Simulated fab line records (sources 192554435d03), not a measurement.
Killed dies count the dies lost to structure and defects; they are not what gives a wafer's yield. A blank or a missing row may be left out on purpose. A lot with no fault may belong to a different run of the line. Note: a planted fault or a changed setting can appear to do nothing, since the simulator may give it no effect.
Struck lot and sound lot, side by side | flow n5-finfet | 28 steps out of a route of 1938
Sound: the wafers L216.2, L216.4, L216.5. Wafers L226.2, L226.4, L226.6 were the ones struck. Last of all comes the cause.
Each step with rows lists, per side, the tool, then ch with its chambers, then its first start. Under that, the readings that differ: sound wafers | struck wafers | difference of the means | sigmas: that difference in standard deviations of wafers without a fault.
alike: same words and numbers on both sides, and readings whose means sit less than 2 such deviations apart. not compared: any withheld reading, any reading some wafer has no value for, any bound like >300 that may hide the same value, and any number with overlapping values for which the record gives no deviation.
A row with sigmas, a row that says differs or no value, or rows on one side alone: a step with any of these is where the two part. Numbers that don't overlap but have no deviation are shown without sigmas and don't part them. Lack of a reading on every wafer of one side parts them only where that side has two or more wafers.

first, 8 steps without rows for these wafers: N5_BEOL_M2_CMP_52 (polishes, stops on SiOC, t overpolish 6.8 s, target thk 40 nm); N5_BEOL_M2_PRE_CLEAN_60 (time 15 s); N5_BEOL_M2_CO_CAP_55 (material Co, precursor CCTBA/H2, target thk 2 nm, time 102.1 s); N5_BEOL_M2_PRE_CLEAN_56 (time 15 s); N5_BEOL_M2_DEP_57 (deposits SiCN from 3MS/NH3, target thk 8 nm, time 14 s); N5_BEOL_M3_ILD_DEP_00 (deposits SiOC from DEMS/O2, target thk 79 nm, time 15.3 s); N5_BEOL_M3_PECVD_72 (deposits SiO2 from TEOS/O2, target thk 16 nm, time 18 s); N5_BEOL_M3_HM_DEP_02 (deposits TiN, target thk 20 nm).
N5_BEOL_M3_COAT_61: time 60 s, resist thk 60 nm.
  sound on litho-track-02 ch 0, day 8 11:57; struck on litho-track-02 ch 0, day 12 01:28
  reading                                  | sound                | struck               | difference | sigmas
  spin-speed-rpm (rpm)                     | 1500.8 1498.0 1499.2 | 1592.0 1592.0 1593.7 | +93.2      | +99 or more
  model.SOC_of_BEOL_M3_COAT_61.thk-nm (nm) | 60 60 60.2           | 58 58 58             | -2         |
then, 11 steps without rows for these wafers: N5_BEOL_M3_COAT_62 (time 60 s, resist thk 12 nm); N5_BEOL_M3_COAT_73 (time 60 s, resist thk 5 nm); N5_BEOL_M3_COAT_05 (resist thk 30 nm); N5_BEOL_M3_EBR_07; N5_BEOL_M3_SOFTBAKE_06 (time 60 s); N5_BEOL_M3_EXPOSE_08 (exposes mask M3); N5_BEOL_M3_PEB_09 (peb time 60 s); N5_BEOL_M3_DEVELOP_10 (develop time 30 s); N5_BEOL_M3_DESCUM_16 (chemistry O2, time 7 s); N5_BEOL_M3_ETCH_74 (etches underlayer in N2/H2, target depth 6.5 nm, time 5.2 s); N5_BEOL_M3_ETCH_63 (etches SiARC in CF4, target depth 15.6 nm, time 26 s).
N5_BEOL_M3_ETCH_64: etches SOC in N2/H2, target depth 75 nm, overetch 15 nm, time 112.5 s.
  sound on rie-diel-01 ch 1,3, day 8 12:32; struck on rie-diel-04 ch 0,1, day 12 02:03
  reading                         | sound             | struck            | difference | sigmas
  rf-vpp-V (V)                    | 519.3 523.0 522.0 | 526.7 525.5 527.2 | +5.0       | +3
  showerhead-plenum-p-Torr (Torr) | 2.41 2.49 2.49    | 2.63 2.65 2.65    | +0.18      | +2
  model.etch.depth-nm (nm)        | 59.98 60.04 60.1  | 57.91 57.92 58.06 | -2.08      |
  alike: drypump-motor-current-A, h2-flow-sccm, oes-product-au, throttle-valve-pct
  not compared: rf-hours-counter-h
then, 3 steps without rows for these wafers: N5_BEOL_M3_STRIP_65 (strips in N2/H2); N5_BEOL_M3_STRIP_75 (strips in N2/H2); N5_BEOL_M3_STRIP_66 (strips in CF4).
N5_BEOL_M3_HM_OPEN_17: chemistry Cl2/BCl3, target TiN, target depth 20 nm, overetch 6 nm.
  sound on rie-metal-02 ch 0,1, day 8 12:43; struck on rie-metal-01 ch 0,1, day 12 02:13
  reading                                  | sound             | struck            | difference | sigmas
  throttle-valve-pct (%)                   | 22.28 22.26 22.24 | 21.96 21.99 21.94 | -0.30      | -2
  model.SOC_of_BEOL_M3_COAT_61.thk-nm (nm) | 51.8 52 52        | 49.6 49.6 50.2    | -2.1       |
  alike: drypump-motor-current-A, oes-product-au
  not compared: rf-hours-counter-h
then, 1 step without rows for these wafers: N5_BEOL_M3_STRIP_19 (strips in O2).
N5_BEOL_M4_RC_MEAS_101:
  sound on prober-01 ch 0, day 9 08:39; struck on prober-02 ch 0, day 13 15:07
  alike: DIBL_N, DIBL_P, IOFF_N, IOFF_P, ION_N, ION_P, SS_N, SS_P, VT_N, VT_P
-- a jump in the record: the struck wafers' starts before and after are 4 days apart (it breaks off in module BEOL_M4 and resumes in module PASSIVATION, where the first step shown is number 1936 of the route) --
N5_PASSIVATION_PROBE_49:
  record: rows for the struck wafers here (prober-01, day 18 01:53), none for the sound ones

WHERE THEY PART
Last at N5_PASSIVATION_PROBE_49 as far as this record goes, first at N5_BEOL_M3_COAT_61.

WHY: what the simulator had put in
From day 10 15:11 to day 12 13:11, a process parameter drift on litho-track-02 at N5_BEOL_M3_COAT_61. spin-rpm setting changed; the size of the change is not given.
